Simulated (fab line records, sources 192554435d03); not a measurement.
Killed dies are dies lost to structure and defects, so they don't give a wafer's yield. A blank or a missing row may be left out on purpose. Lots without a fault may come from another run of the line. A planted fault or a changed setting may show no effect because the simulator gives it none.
fab line records | flow n5_finfet
record lots=7 wafers=39
route steps=1938 shown PASSIVATION@1930
start_h: hours from the record's first day to the start of the lot's first wafer shown | wait_h: hours since the lot's step before | " the same as in the row above | L1.1+2: a row that stands for several wafers | - no value, or no start given | * or withheld: withheld | < > ~ a bound
route shown NAME@n: a module of which the file shows steps, and the number in the route of the first | usual: mean/standard deviation of fault-free wafers | same: alike in all rows | chamber/n: place in a boat | sites: the reading at each site | _std_site: their standard deviation | _edge_site: outer sites' mean less inner sites' | radius_mm: how far each site lies from the wafer's centre | mask NAME#n: copy n | behind: the tool/chamber that last shaped the wafer | hold: why the lot was held/for how many hours/how that ended | device: the transistor (n, p or np) that didn't switch | end of line: the same wafers' tests at the end of the route | a step without rows: its recipe alone | killed: dies lost to structure and defects at the first sort, not the wafer's yield | map: a wafer's dies, x killed, . not, _ none there
set.NAME: the setting as run; set.NAME@STEP: as run at that earlier step | model.NAME: the simulator's own value behind a step, which no gauge read
lots whose settings were changed on purpose; a table a step, a row a wafer
## steps
# step N5_PASSIVATION_ETCH_54
# recipe chemistry=CHF3/O2 target=SiO2 target_depth_a=8800 CHF3_flow_sccm=50 O2_flow_sccm=5 Ar_flow_sccm=200 time_s=440 mask_material=PR pressure_mtorr=30 source_w=650 bias_w=170 ion_energy_ev=200
# columns lot.wafer tool chamber start_h wait_h set.target_depth_a model.etch.depth_nm model.PASSIVATION.feature_depth_nm
L074.1 rie_diel-01 1 267.79 0.1 8800 890.3 890.2
L074.2 " 3 " " 8800 885.8 885.8
L074.3 " 2 " " 8800 871.7 871.8
L074.4 " 0 " " 12870 1273 1273
L074.5 " 3 " " 12870 1304 1304
L074.6 " 2 " " 12870 1274 1274
L076.1 rie_diel-05 3 295.14 0.1 8800 873.8 873.8
L076.2 " 0 " " 8800 898.6 898.6
L076.3 " 2 " " 8800 902.2 902.2
L076.4 " 1 " " 8800 869.3 869.2
L076.5 " 2 " " 8800 913.5 913.4
L076.6 " 1 " " 8800 865 865
L080.1+5 rie_diel-01 1 312.40 0.1 8800 876.6 876.6
L080.2 " 0 " " 8800 846 846
L080.3 " 2 " " 8800 853 853
L080.4 " 0 " " 8800 842.6 842.6
L080.6 " 2 " " 8800 858.7 858.6
L087.1 rie_diel-05 1 355.09 0.1 5512 547.1 547
L087.2 " 3 " " 5512 543.7 543.6
L087.3 " 2 " " 8800 899.9 900
L087.4 " 0 " " 8800 886.9 887
L087.5 " 1 " " 8800 871.2 871.2
L087.6 " 0 " " 5512 557.2 557.2
L090.2 rie_diel-01 1 379.60 0.1 8800 879.4 879.4
L090.4 " 0 " " 8800 865.3 865.2
L090.5 " 0 " " 8800 865.3 865.4
L094.1 rie_diel-01 0 391.67 0.1 5061 493.7 493.8
L094.2 " 2 " " 5061 514.8 514.8
L094.3 " 3 " " 8800 878.1 878
L094.4 " 1 " " 5061 509.1 509.2
L094.5 " 3 " " 8800 882.6 882.6
L094.6 " 0 " " 8800 870.5 870.4
L096.1 rie_diel-01 1 400.01 0.1 8800 875.4 875.4
L096.2 " 2 " " 10570 1079 1079
L096.3 " 0 " " 10570 1040 1040
L096.4 " 3 " " 10570 1067 1067
L096.5 " 2 " " 8800 905.2 905.2
L096.6 " 1 " " 8800 875.8 875.8
## key
split step=N5_PASSIVATION_ETCH_54 setting=target_depth_a stated=8800 by=wafer
response step=N5_PASSIVATION_ETCH_54 reading=model.etch.depth_nm change=+8.78 per=1% r=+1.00
response step=N5_PASSIVATION_ETCH_54 reading=model.PASSIVATION.feature_depth_nm change=+8.78 per=1% r=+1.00
